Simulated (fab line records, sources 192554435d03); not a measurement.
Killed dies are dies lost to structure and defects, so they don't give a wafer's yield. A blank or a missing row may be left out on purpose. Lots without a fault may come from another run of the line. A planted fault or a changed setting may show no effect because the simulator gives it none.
fab line records | flow n5_finfet
record lots=9 wafers=27 last_day=18
route steps=1938 shown BEOL_M2@843 BEOL_M4@1111
lots that met no fault: from a run of the same line without faults
start_h: hours from the record's first day to the start of the lot's first wafer shown | wait_h: hours since the lot's step before | " the same as in the row above | L1.1+2: a row that stands for several wafers | - no value, or no start given | * or withheld: withheld | < > ~ a bound
route shown NAME@n: a module of which the file shows steps, and the number in the route of the first | usual: mean/standard deviation of fault-free wafers | same: alike in all rows | chamber/n: place in a boat | sites: the reading at each site | _std_site: their standard deviation | _edge_site: outer sites' mean less inner sites' | radius_mm: how far each site lies from the wafer's centre | mask NAME#n: copy n | behind: the tool/chamber that last shaped the wafer | hold: why the lot was held/for how many hours/how that ended | device: the transistor (n, p or np) that didn't switch | end of line: the same wafers' tests at the end of the route | a step without rows: its recipe alone | killed: dies lost to structure and defects at the first sort, not the wafer's yield | map: a wafer's dies, x killed, . not, _ none there
set.NAME: the setting as run; set.NAME@STEP: as run at that earlier step | model.NAME: the simulator's own value behind a step, which no gauge read
steps of the route over a sample of lots; a table a step, a row a wafer
services: from which hour (start_h, from the record's first day; less than 0 if before it) a tool's chamber was out of use, for how many hours, and why
## steps
# step N5_BEOL_M2_PECVD_72
# recipe material=SiO2 target_thk_a=160 temp_c=400 precursor=TEOS/O2 pressure_torr=5.5 rf_w=450 teos_flow_sccm=53.8 gas=O2 flow_sccm=3000 time_s=18
# usual heater_power_w=698/88 showerhead_plenum_p_Torr=8.79/0.048 throttle_valve_pct=22.8/0.89
# columns lot.wafer tool chamber start_h wait_h heater_power_w showerhead_plenum_p_Torr since_wet_clean_h throttle_valve_pct
L396.1 pecvd-03 1 136.54 0.0 737 8.85 1928 22.3
L396.2 " 0 " " 572 8.83 1203 24.9
L396.3 " 2 " " 577 8.84 449 22.0
L398.2 pecvd-01 2 141.85 0.0 512 8.77 2114 23.6
L398.3 " 0 " " 796 8.75 664 22.1
L398.4 " 1 " " 745 8.80 - 23.2
L400.2 pecvd-04 2 157.60 0.0 759 8.70 289 22.4
L400.4 " 0 " " 622 8.78 - 23.1
L400.5 " 2 " " 774 8.71 - 22.1
L404.3 pecvd-04 1 181.98 0.0 690 8.79 1792 22.7
L404.5 " 1 " " 678 8.79 - 22.6
L404.6 " 2 " " 700 8.71 - 22.6
L405.2 pecvd-03 0 198.14 0.0 662 8.81 1265 24.4
L405.5 " 0 " " 658 8.83 - 24.8
L405.6 " 1 " " 755 8.84 - 22.2
L409.1 pecvd-04 1 213.38 0.0 664 8.76 1824 22.8
L409.2 " 0 " " 599 8.75 1099 23.2
L409.4 " 2 " " 762 8.71 - 22.8
L412.1 pecvd-04 2 229.08 0.0 755 8.74 360 22.6
L412.4 " 2 " " 746 8.70 - 23.0
L412.5 " 0 " " 703 8.77 - 23.2
L417.1 pecvd-01 1 279.37 0.0 790 8.82 1527 23.0
L417.5 " 0 " " 697 8.73 - 22.0
L417.6 " 1 " " 795 8.82 - 23.2
L418.1 pecvd-01 2 279.75 0.0 559 8.74 30 21.5
L418.3 " 1 " " 834 8.79 1527 23.2
L418.5 " 2 " " 567 8.75 - 21.5
# step N5_BEOL_M2_SPUTTER_86
# recipe material=Cu target_thk_a=45 temp_c=-20 chamber_pressure_pa=0.07 power_w=withheld time_s=8.29
# usual throttle_valve_pct=30.8/0.8
# same time_s=8.29
# columns lot.wafer tool chamber start_h wait_h throttle_valve_pct
L396.1 pvd_sputter-02 - 143.22 0.1 31.1
L396.2 " - " " 32.1
L396.3 " - " " 30.1
L398.2 pvd_sputter-03 - 149.26 0.1 29.4
L398.3 " - " " 30.2
L398.4 " - " " 31.0
L400.2 pvd_sputter-02 - 169.09 0.1 30.2
L400.4 " - " " 30.0
L400.5 " - " " 31.2
L404.3 pvd_sputter-02 - 189.45 0.1 32.1
L404.5 " - " " 32.2
L404.6 " - " " 31.2
L405.2 pvd_sputter-02 - 205.93 0.1 31.3
L405.5 " - " " 30.1
L405.6 " - " " 32.1
L409.1 pvd_sputter-03 - 221.01 0.1 31.2
L409.2 " - " " 29.4
L409.4 " - " " 30.2
L412.1 pvd_sputter-02 - 236.05 0.1 31.2
L412.4 " - " " 32.4
L412.5 " - " " 32.0
L417.1 pvd_sputter-01 - 285.79 0.1 30.3
L417.5 " - " " 30.6
L417.6 " - " " 30.4
L418.1 pvd_sputter-03 - 289.07 0.1 30.1
L418.3 " - " " 29.4
L418.5 " - " " 31.3
# step N5_BEOL_M2_ANNEAL_91
# recipe temp_c=400 time_s=240 ambient=vacuum
# usual heater_power_w=831/87
# same time_s=240
# columns lot.wafer tool chamber start_h wait_h heater_power_w
L396.1 pvd_sputter-02 - 143.74 0.0 886
L396.2 " - " " 916
L396.3 " - " " 824
L398.2 pvd_sputter-03 - 149.78 0.0 759
L398.3 " - " " 695
L398.4 " - " " 912
L400.2 pvd_sputter-02 - 169.61 0.0 826
L400.4 " - " " 815
L400.5 " - " " 839
L404.3 pvd_sputter-02 - 189.97 0.0 914
L404.5 " - " " 923
L404.6 " - " " 847
L405.2 pvd_sputter-02 - 206.45 0.0 834
L405.5 " - " " 830
L405.6 " - " " 925
L409.1 pvd_sputter-03 - 221.53 0.0 914
L409.2 " - " " 766
L409.4 " - " " 681
L412.1 pvd_sputter-02 - 236.57 0.0 839
L412.4 " - " " 915
L412.5 " - " " 893
L417.1 pvd_sputter-01 - 286.31 0.0 857
L417.5 " - " " 682
L417.6 " - " " 861
L418.1 pvd_sputter-03 - 289.59 0.0 656
L418.3 " - " " 747
L418.5 " - " " 873
# step N5_BEOL_M2_SPUTTER_94
# recipe material=Cu target_thk_a=45 temp_c=-20 chamber_pressure_pa=0.07 power_w=withheld time_s=8.29
# usual throttle_valve_pct=30.8/0.82
# same time_s=8.29
# columns lot.wafer tool chamber start_h wait_h throttle_valve_pct
L396.1 pvd_sputter-02 - 144.10 0.1 30.7
L396.2 " - " " 32.0
L396.3 " - " " 30.0
L398.2 pvd_sputter-03 - 150.14 0.1 29.7
L398.3 " - " " 30.1
L398.4 " - " " 31.3
L400.2 pvd_sputter-02 - 169.97 0.1 30.2
L400.4 " - " " 30.2
L400.5 " - " " 30.8
L404.3 pvd_sputter-02 - 190.33 0.1 32.0
L404.5 " - " " 32.1
L404.6 " - " " 31.3
L405.2 pvd_sputter-02 - 206.81 0.1 31.1
L405.5 " - " " 30.0
L405.6 " - " " 32.3
L409.1 pvd_sputter-03 - 221.89 0.1 31.2
L409.2 " - " " 29.3
L409.4 " - " " 30.3
L412.1 pvd_sputter-02 - 236.93 0.1 31.1
L412.4 " - " " 31.8
L412.5 " - " " 32.1
L417.1 pvd_sputter-01 - 286.67 0.1 30.5
L417.5 " - " " 30.7
L417.6 " - " " 30.5
L418.1 pvd_sputter-03 - 289.95 0.1 30.2
L418.3 " - " " 29.3
L418.5 " - " " 31.0
# step N5_BEOL_M2_CMP_52
# recipe stop_on=SiOC t_overpolish_s=6.8 down_force_psi=1 platen_rpm=50 clearing_platen_down_force_psi=1.5 clearing_platen_rpm=50 post_cmp_clean=cu_alkaline target_thk_nm=40 clearing_platen_pad_velocity_m_s=0.99484 pad_velocity_m_s=0.99484
# usual barrier_field_endpoint_s=24.5/0.54 motor_current_A=6.1/0.45 retaining_ring_pressure_frac=1.000/0.005 slurry_flow_ml_min=150.0/0.46
# columns lot.wafer tool chamber start_h wait_h barrier_field_endpoint_s motor_current_A retaining_ring_pressure_frac slurry_flow_ml_min
L396.3 cmp-04 2 144.81 0.2 24.7 6.6 1.002 149.8
L396.2 " 0 " " 23.8 5.8 1.001 149.6
L396.1 " 1 " " 23.8 5.9 0.994 149.7
L398.4 cmp-04 2 150.87 0.1 24.8 6.3 1.004 149.9
L398.2 " 0 " " 23.5 5.9 0.994 150.2
L398.3 " 1 " " 24.1 6.1 0.999 150.6
L400.2 cmp-04 0 170.69 0.2 24.1 5.8 0.997 150.3
L400.4 " 3 " " 24.5 5.9 1.007 150.3
L400.5 " 1 " " 24.2 5.8 1.008 149.4
L404.3 cmp-02 3 191.12 0.2 23.8 6.2 1.002 150.2
L404.5 " 1 " " 24.3 6.5 0.999 150.7
L404.6 " 2 " " 24.9 6.4 0.995 150.4
L405.2 cmp-04 1 207.61 0.3 23.6 6.3 1.001 150.4
L405.5 " 3 " " 25.3 5.9 0.996 149.8
L405.6 " 0 " " 24.5 6.1 0.996 149.1
L409.1 cmp-03 3 222.60 0.3 24.3 5.4 1.008 150.2
L409.2 " 1 " " 24.3 6.0 1.009 150.2
L409.4 " 2 " " 16.8 5.1 1.006 149.8
L412.1 cmp-04 3 237.64 0.3 17.2 5.9 1.004 149.7
L412.4 " 0 " " 17.4 6.0 1.006 149.8
L412.5 " 3 " " 24.7 6.1 0.994 149.5
L417.1 cmp-04 2 287.38 0.3 24.3 6.4 1.004 149.8
L417.6 " 2 " " 24.3 6.4 0.998 149.6
L417.5 " 3 " " 24.9 5.9 1.005 150.3
L418.3 cmp-02 1 290.70 0.2 24.2 6.4 0.999 150.1
L418.1 " 3 " " 23.9 5.9 1.000 150.0
L418.5 " 1 " " 23.9 6.4 1.012 149.8
# step N5_BEOL_M4_RC_MEAS_101
# usual DIBL_N=36.4/1.2 DIBL_P=36.1/1.6 IOFF_N=0.156/0.024 IOFF_P=0.21/0.031 ION_N=674/11 ION_P=463/6.9 SS_N=71.5/0.5 SS_P=73.2/0.55 VT_N=250.0/2.9 VT_P=-250/3.6
# columns lot.wafer tool chamber start_h wait_h DIBL_N[mV/V] DIBL_P[mV/V] IOFF_N[nA/um] IOFF_P[nA/um] ION_N[uA/um] ION_P[uA/um] SS_N[mV/dec] SS_P[mV/dec] VT_N[mV] VT_P[mV]
L396.1 prober-01 0 167.87 0.0 36.0 35.3 0.151 0.23 682 472 71.9 73.1 250.8 -246
L396.2 " 0 " " 35.7 35.0 0.147 0.22 677 471 72.0 72.9 251.0 -246
L396.3 " 0 " " 36.9 35.9 0.168 0.24 679 469 71.3 72.6 247.8 -245
L398.2 prober-02 0 174.43 0.2 35.5 36.6 0.160 0.20 675 456 71.5 73.7 248.2 -252
L398.3 " 0 " " 35.4 36.2 0.146 0.18 661 450 71.3 73.5 250.2 -257
L398.4 " 0 " " 37.9 39.3 0.207 0.24 679 463 71.7 75.0 244.5 -249
L400.2 prober-01 0 193.78 0.2 35.2 34.7 0.133 0.20 668 468 71.4 73.0 250.7 -249
L400.4 " 0 " " 35.9 36.4 0.144 0.22 671 468 72.3 73.8 251.6 -246
L400.5 " 0 " " 35.2 34.3 0.134 0.20 665 461 71.2 72.9 253.1 -250
L404.3 prober-02 0 222.35 0.3 39.1 38.8 0.219 0.26 698 476 72.2 73.5 243.5 -246
L404.5 " 0 " " 37.1 35.5 0.158 0.21 676 466 71.5 73.5 249.8 -249
L404.6 " 0 " " 38.8 38.1 0.207 0.25 698 471 71.7 73.9 244.3 -246
L405.2 prober-02 0 226.14 0.3 36.3 35.8 0.159 0.21 687 467 71.9 73.7 249.2 -251
L405.5 " 0 " " 36.3 35.8 0.161 0.21 685 472 71.1 74.1 248.0 -251
L405.6 " 0 " " 36.1 35.7 0.152 0.21 668 458 70.8 73.5 249.3 -250
L409.1 prober-02 0 243.90 0.0 36.6 35.0 0.154 0.19 681 463 71.8 73.3 252.5 -252
L409.2 " 0 " " 35.8 34.9 0.151 0.18 684 460 71.6 73.0 249.4 -254
L409.4 " 0 " " 34.6 33.3 0.127 0.17 665 452 71.5 73.3 253.1 -257
L412.1 prober-01 0 257.99 0.0 35.7 34.8 0.138 0.19 668 461 70.4 73.1 249.6 -249
L412.4 " 0 " " 35.9 35.4 0.143 0.21 668 461 71.3 72.7 248.5 -250
L412.5 " 0 " " 36.2 35.9 0.145 0.21 669 466 71.4 72.7 249.6 -248
L417.1 prober-02 0 314.63 0.0 37.1 37.7 0.179 0.23 668 464 71.8 74.1 247.6 -249
L417.5 " 0 " " 36.2 36.1 0.154 0.20 657 455 71.2 73.4 252.0 -253
L417.6 " 0 " " 36.1 36.2 0.154 0.20 670 460 71.6 73.5 250.1 -253
L418.1 prober-01 0 314.74 0.0 35.8 35.8 0.156 0.19 678 464 71.4 73.8 248.1 -253
L418.3 " 0 " " 35.0 34.4 0.141 0.17 674 452 72.0 73.3 251.6 -255
L418.5 " 0 " " 35.1 34.8 0.140 0.17 681 464 71.5 72.8 248.5 -254
## services
# columns tool chamber start_h hours kind
pvd_sputter-02 - 115.51 1.1 repair
pecvd-01 0 118.69 2.1 scheduled_down
cmp-03 - 120.56 4.7 pm
cmp-02 - 124.95 4.0 pm
cmp-02 - 128.95 - consumable_replace:conditioner
cmp-02 - 128.95 - consumable_replace:pad
cmp-03 - 133.54 4.0 repair
pecvd-04 - 154.32 2.8 pm
cmp-03 - 167.87 1.6 repair
cmp-03 - 181.19 5.3 repair
cmp-02 - 183.50 0.6 repair
pecvd-04 0 190.36 5.5 scheduled_down
cmp-03 - 208.50 1.8 repair
pecvd-01 2 220.00 - clean
cmp-04 - 229.25 4.0 pm
cmp-04 - 233.25 - consumable_replace:conditioner
cmp-04 - 233.25 - consumable_replace:pad
pecvd-04 2 234.50 16.5 scheduled_down
cmp-03 - 234.58 4.0 pm
cmp-03 - 238.58 - consumable_replace:conditioner
pecvd-01 0 249.50 5.5 scheduled_down
pecvd-03 - 254.41 2.8 pm
cmp-03 - 263.00 0.4 repair
cmp-04 - 265.45 1.7 repair
## key
first_sign step=N5_BEOL_M2_CMP_52 reading=barrier_field_endpoint_s direction=down sigmas=14 usual=24.5 struck=17.1
effect none on later readings
met_at N5_BEOL_M2_PECVD_72
struck_lots L409,L412
struck_wafers L409.4,L412.1,L412.4
not_acting_at N5_BEOL_M2_SPUTTER_86,N5_BEOL_M2_ANNEAL_91,N5_BEOL_M2_SPUTTER_94
onset_between 181.98 213.38
fault kind=process_parameter_drift tool=pecvd-04 chamber=2 onset_h=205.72 steps=N5_BEOL_M2_PECVD_72 channel=time_s offset=* shape=step end_h=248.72 acts_in=* stated=*
